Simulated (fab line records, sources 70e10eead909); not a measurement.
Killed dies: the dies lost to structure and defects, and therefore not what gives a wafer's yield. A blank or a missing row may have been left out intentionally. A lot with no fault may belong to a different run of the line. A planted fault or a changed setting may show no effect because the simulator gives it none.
Which of the tools did it? :: flow nand_harc :: Sampling: 11 lots, 33 wafers, 4 of 1302 route steps

## WHAT THE GAUGES SHOWED, per wafer
NHARC_P_M0_CD_MEAS_09: the cd target is 90 nm.
lot: L075
measured: day 6 06:23
on: cd_sem-01
cd_nm (nm): 91.0 89.4 89.6

lot: L077
measured: day 7 04:55
on: cd_sem-03
cd_nm (nm): 91.0 90.7 91.5

lot: L078
measured: day 8 04:08
on: cd_sem-03
cd_nm (nm): 88.8 88.3 90.5

lot: L081
measured: day 9 08:55
on: cd_sem-01
cd_nm (nm): 90.5 91.0 90.8

lot: L083
measured: day 10 04:10
on: cd_sem-01
cd_nm (nm): 89.7 87.9 89.1

lot: L086
measured: day 11 00:40
on: cd_sem-01
cd_nm (nm): 88.1 87.2 88.3

lot: L088
measured: day 12 01:21
on: cd_sem-02
cd_nm (nm): 90.3 92.1 90.3

lot: L090
measured: day 13 01:23
on: cd_sem-03
cd_nm (nm): 88.6 90.0 88.8

lot: L093
measured: day 13 20:02
on: cd_sem-03
cd_nm (nm): 91.5 91.7 93.0

lot: L095
measured: day 15 05:44
on: cd_sem-02
cd_nm (nm): 90.6 88.6 89.2

lot: L097
measured: day 15 20:10
on: cd_sem-02
cd_nm (nm): 89.2 88.6 89.1

## WHAT TOOL EACH LOT RAN ON (gives the tool, then ch and the chambers of the sampled wafers, and finally the start)
lot: L075
NHARC_P_GATE_DESCUM_93: rie_diel-10 ch 0,1, day 5 21:50
NHARC_P_CONTACT_ETCH_35: rie_diel-05 ch 1,3, day 6 02:30
NHARC_P_CONTACT_DEGAS_38: pvd_sputter-03, day 6 03:59

lot: L077
NHARC_P_GATE_DESCUM_93: rie_diel-08 ch 1,3, day 6 20:16
NHARC_P_CONTACT_ETCH_35: rie_diel-12 ch 0,2, day 7 01:02
NHARC_P_CONTACT_DEGAS_38: pvd_sputter-02, day 7 02:32

lot: L078
NHARC_P_GATE_DESCUM_93: rie_diel-07 ch 0,1,3, day 7 19:15
NHARC_P_CONTACT_ETCH_35: rie_diel-12 ch 0,1,2, day 8 00:04
NHARC_P_CONTACT_DEGAS_38: pvd_sputter-03, day 8 01:34

lot: L081
NHARC_P_GATE_DESCUM_93: rie_diel-07 ch 0,3, day 9 00:10
NHARC_P_CONTACT_ETCH_35: rie_diel-12 ch 0,2, day 9 05:01
NHARC_P_CONTACT_DEGAS_38: pvd_sputter-02, day 9 06:32

lot: L083
NHARC_P_GATE_DESCUM_93: rie_diel-10 ch 1,2,3, day 9 19:19
NHARC_P_CONTACT_ETCH_35: rie_diel-12 ch 0,1,3, day 10 00:16
NHARC_P_CONTACT_DEGAS_38: pvd_sputter-03, day 10 01:46

lot: L086
NHARC_P_GATE_DESCUM_93: rie_diel-10 ch 2,3, day 10 15:17
NHARC_P_CONTACT_ETCH_35: rie_diel-01 ch 1,2, day 10 20:15
NHARC_P_CONTACT_DEGAS_38: pvd_sputter-03, day 10 22:14

lot: L088
NHARC_P_GATE_DESCUM_93: rie_diel-07 ch 1,3, day 11 16:29
NHARC_P_CONTACT_ETCH_35: rie_diel-12 ch 2,3, day 11 21:34
NHARC_P_CONTACT_DEGAS_38: pvd_sputter-03, day 11 23:04

lot: L090
NHARC_P_GATE_DESCUM_93: rie_diel-08 ch 1,2,3, day 12 16:41
NHARC_P_CONTACT_ETCH_35: rie_diel-12 ch 0,1, day 12 21:26
NHARC_P_CONTACT_DEGAS_38: pvd_sputter-03, day 12 23:00

lot: L093
NHARC_P_GATE_DESCUM_93: rie_diel-10 ch 0,1, day 13 11:20
NHARC_P_CONTACT_ETCH_35: rie_diel-12 ch 0,2,3, day 13 16:08
NHARC_P_CONTACT_DEGAS_38: pvd_sputter-01, day 13 17:38

lot: L095
NHARC_P_GATE_DESCUM_93: rie_diel-07 ch 2,3, day 14 20:41
NHARC_P_CONTACT_ETCH_35: rie_diel-01 ch 1,2,3, day 15 01:52
NHARC_P_CONTACT_DEGAS_38: pvd_sputter-01, day 15 03:22

lot: L097
NHARC_P_GATE_DESCUM_93: rie_diel-08 ch 1,2,3, day 15 10:53
NHARC_P_CONTACT_ETCH_35: rie_diel-05 ch 0,1,2, day 15 16:08
NHARC_P_CONTACT_DEGAS_38: pvd_sputter-02, day 15 17:46
- NHARC_P_GATE_DESCUM_93: chemistry O2, time 3 s.
- NHARC_P_CONTACT_ETCH_35: etches the open film in CF4, target depth 39 nm, time 65 s.
- NHARC_P_CONTACT_DEGAS_38: time 60 s.

## THE ANSWER, worked out from the rows above alone
Rule: usual is defined by the lots themselves. The widest of any qualifying gaps counts: lots, ordered by their means at a reading, are off when they make up no more than a third of the lots, leave a main group of 4 or more, and stand apart from it by 3 or more times the standard deviation of that group's means. If all means in a main group match to the digits the tables above print for the reading, that group is not used. Also off: a lot with no number at a reading for which 4 or more lots have one. Where the step has rows for the other lots, those lots are counted as sound.
No lot is off on any of the readings shown, so nothing can be concluded from this.

## WHAT HAD BEEN PUT IN BY THE SIMULATOR
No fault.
